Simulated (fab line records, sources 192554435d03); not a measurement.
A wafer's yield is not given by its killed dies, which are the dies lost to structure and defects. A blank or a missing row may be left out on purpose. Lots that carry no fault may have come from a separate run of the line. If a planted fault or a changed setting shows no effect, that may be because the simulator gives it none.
Split-lot trial ; flow n5_finfet ; 21 wafers read from 7 lots, route of 1938 steps

== THE SPLIT ==
At N5_PASSIVATION_PECVD_55 (deposits SiO2 from SiH4/N2O, target thk 400 nm, time 22.5 s), the setting time_s was moved away from the recipe's 22.5 s on 9 of the 21 wafers read, by -11.5% to +12.4%. For the rest of the wafers, this setting stayed at what the recipe calls for.

The reading comes from the split's own step.

== THE READING ==
SiO2_of_PASSIVATION_PECVD_55.thk_nm (the simulator's own value, which no gauge read), in nm, at N5_PASSIVATION_PECVD_55 (deposits SiO2 from SiH4/N2O, target thk 400 nm, time 22.5 s). There is no usual value for it anywhere in the file. Here, 12 wafers ran the recipe; their average is 395.6 nm with a standard deviation of 6.8 nm.

wafer;tool, chamber at the split;time_s as run, s;against the recipe;SiO2_of_PASSIVATION_PECVD_55.thk_nm, nm;against lot-mates on the recipe
L074.3;pecvd-04, 1;22.5;recipe;392.6;-
L074.4;pecvd-04, 1;22.5;recipe;401;-
L074.6;pecvd-04, 2;21.35;-5.1%;379.4;-17.4
L082.3;pecvd-03, 0;24.92;+10.8%;432;+34.0
L082.4;pecvd-03, 1;24.92;+10.8%;437.6;+39.6
L082.5;pecvd-03, 0;22.5;recipe;398;-
L084.2;pecvd-03, 1;22.5;recipe;385;-
L084.5;pecvd-03, 1;22.5;recipe;392;-
L084.6;pecvd-03, 0;22.5;recipe;396.8;-
L087.2;pecvd-03, 0;22.5;recipe;384.4;-
L087.3;pecvd-03, 2;19.91;-11.5%;347.4;-37.0
L087.4;pecvd-03, 0;19.91;-11.5%;342.6;-41.8
L089.3;pecvd-01, 0;25.17;+11.9%;451.6;+51.6
L089.4;pecvd-01, 1;25.17;+11.9%;449.8;+49.8
L089.6;pecvd-01, 2;22.5;recipe;400;-
L096.1;pecvd-04, 2;22.5;recipe;388.2;-
L096.2;pecvd-04, 0;21.65;-3.8%;383.8;-12.5
L096.6;pecvd-04, 0;22.5;recipe;404.4;-
L097.4;pecvd-01, 0;25.3;+12.4%;458.4;+55.8
L097.5;pecvd-01, 0;22.5;recipe;405.4;-
L097.6;pecvd-01, 2;22.5;recipe;399.8;-

FIT RESULTS
A straight line over all 21 wafers: SiO2_of_PASSIVATION_PECVD_55.thk_nm changes by +4.33 nm for each +1% of time_s; r = +0.98; the points scatter about the line by 6.7 nm.
The same after taking each lot's own level away (the mean of its wafers on the recipe; 21 wafers): +3.8 nm for each +1%; r = +0.98; scatter 5 nm.
Per that fit: largest time_s move, reading shift of 47 nm.
From 384.40 to 402.60 nm: that is the span of the lots' own levels, equal to 2.7 times the standard deviation above.
In other words, the slope is changed by the lot-to-lot level; the two fits disagree.
Check: for one of the wafers moved furthest among these (+12.4%), held out of the fit, the line's prediction against its lot-mates is +46.9 nm. Against them it came out at +55.8 nm.

== THE WHOLE CHAIN: every reading that the file lists as answering this split, in the file's order ==
step;what it does;reading;change (the file's fit);r (the file's)
N5_PASSIVATION_PECVD_55;deposits SiO2 from SiH4/N2O, target thk 400 nm, time 22.5 s;SiO2_of_PASSIVATION_PECVD_55.thk_nm (the simulator's own value, which no gauge read);+3.9 nm for each +1% of the setting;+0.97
N5_PASSIVATION_VIA_ETCH_13;etches SiO2 in CHF3/O2, target depth 660 nm, time 330 s;etch_rf_on_time_s;withheld for each +1% of the setting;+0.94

== FILE'S OWN FIT ==
SiO2_of_PASSIVATION_PECVD_55.thk_nm changes by +3.9 nm for each +1% of time_s, r = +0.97.
